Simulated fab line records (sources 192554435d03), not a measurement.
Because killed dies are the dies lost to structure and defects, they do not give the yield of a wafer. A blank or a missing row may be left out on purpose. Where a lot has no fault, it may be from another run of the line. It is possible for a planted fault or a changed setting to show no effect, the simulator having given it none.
A single fault, viewed from 3 desks    flow n5Finfet    only its own numbers are on each desk; what lay behind them is given at the end

## THE DEFECT DESK
Inspection counts along the route, by lot: the mean over sampled wafers that carry a number. The brackets show how far a lot's mean lies from the usual mean; more than 4 standard deviations puts the lot out of limits, marked OUT.
Columns: A = rawDefectCount at N5_FIN_SAQP_INSPECT_40, usual 206; B = rawDefectCount at N5_FIN_CUT_INSPECT_10, usual 37; C = rawDefectCount at N5_FIN_CUT_INSPECT_17, usual 211
lot   first seen here  A               B              C
L962  day 3 13:45      223             39             227
L967  day 4 20:21      241             43             244
L969  day 5 09:20      441 (+4.4) OUT  335 (+30) OUT  444 (+4.2) OUT
L970  day 5 14:20      519 (+5.8) OUT  352 (+31) OUT  546 (+6.0) OUT
L971  day 5 20:54      553 (+6.4) OUT  376 (+34) OUT  575 (+6.5) OUT
L977  day 7 08:52      160             30             160
L978  day 7 15:39      165             30             165
L979  day 7 20:31      249             46             271
This desk finds L969, L970, L971 out of limits, L969 being first, at day 5 09:20 (rawDefectCount at N5_FIN_SAQP_INSPECT_40). L962, L967, L977, L978, L979: within limits.

## AT THE METROLOGY DESK
Means of the sampled wafers that have a number, per lot and without regard to the tool the lot ran on: this is what the gauges read. The brackets show how far a lot's mean lies from the usual mean; more than 4 standard deviations puts the lot out of limits, marked OUT. Shown here are 7 of its 11 readings, the ones lying furthest out on some lot.
Columns: A = DIBL_N at N5_BEOL_M4_RC_MEAS_101, usual 36.5 mV/V; B = DIBL_P at N5_BEOL_M4_RC_MEAS_101, usual 36.9 mV/V; C = IOFF_N at N5_BEOL_M4_RC_MEAS_101, usual 0.163 nA/um; D = IOFF_P at N5_BEOL_M4_RC_MEAS_101, usual 0.22 nA/um; E = ION_N at N5_BEOL_M4_RC_MEAS_101, usual 673 uA/um; F = SS_N at N5_BEOL_M4_RC_MEAS_101, usual 71.6 mV/dec; G = SS_P at N5_BEOL_M4_RC_MEAS_101, usual 73.4 mV/dec
lot   first seen here  A     B     C      D     E    F     G
L962  day 3 13:37      37.1  37.2  0.163  0.22  677  71.3  74.2
L967  day 4 20:13      36.6  37.7  0.173  0.21  670  71.9  73.7
L969  day 5 09:12      38.0  36.4  0.168  0.20  674  71.7  73.8
L970  day 5 14:11      37.7  38.5  0.179  0.25  677  71.4  73.7
L971  day 5 20:46      37.2  38.0  0.187  0.24  688  71.5  74.1
L977  day 7 08:44      33.2  33.4  0.122  0.17  668  70.2  72.3
L978  day 7 15:31      36.6  35.5  0.142  0.19  667  71.7  73.1
L979  day 7 20:23      37.8  36.2  0.193  0.26  674  72.1  74.2
This desk found nothing out of limits on any of the 8 lots.

## DESK OF THE TOOL OWNER: aldSin-02
The tool's own readings at N5_FIN_SAQP_SPACER1_ALD_24 (deposits SiO2, target thk 20.3 nm, pulse time 1 s, purge time 2 s): means of the sampled wafers that have a number, for each lot that ran on this tool. The brackets show how far a lot's mean lies from the usual mean; more than 4 standard deviations puts the lot out of limits, marked OUT.
Columns: A = heaterPowerW at N5_FIN_SAQP_SPACER1_ALD_24, usual 485 W; B = precursorPulseHeightRel at N5_FIN_SAQP_SPACER1_ALD_24, usual 1.003
lot   first seen here  A    B
L962  day 3 10:42      501  0.975
L967  day 4 17:17      482  0.989
L969  day 5 06:02      490  1.011
L970  day 5 11:12      503  0.994
L971  day 5 16:33      493  0.998
This desk found nothing out of limits on any of the 5 lots.

## TAKEN TOGETHER
The defect desk could have raised an alarm at day 5 09:20, on L969, L970, L971.
Metrology desk: nothing out of limits seen.
The tool owner's desk saw nothing out of limits.
The metrology desk has L969, L970, L971 on record, within its limits.
The tool owner's desk has L969, L970, L971 on record, within its limits.
The lots listed all ran N5_FIN_SAQP_SPACER1_ALD_24 on aldSin-02.

## WHAT THE SIMULATOR HAD PUT IN
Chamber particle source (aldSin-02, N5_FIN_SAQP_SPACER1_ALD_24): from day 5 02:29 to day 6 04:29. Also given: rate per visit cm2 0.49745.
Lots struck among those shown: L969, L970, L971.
Hours from the fault's start to each desk's first reading out of limits: the defect desk, 7.
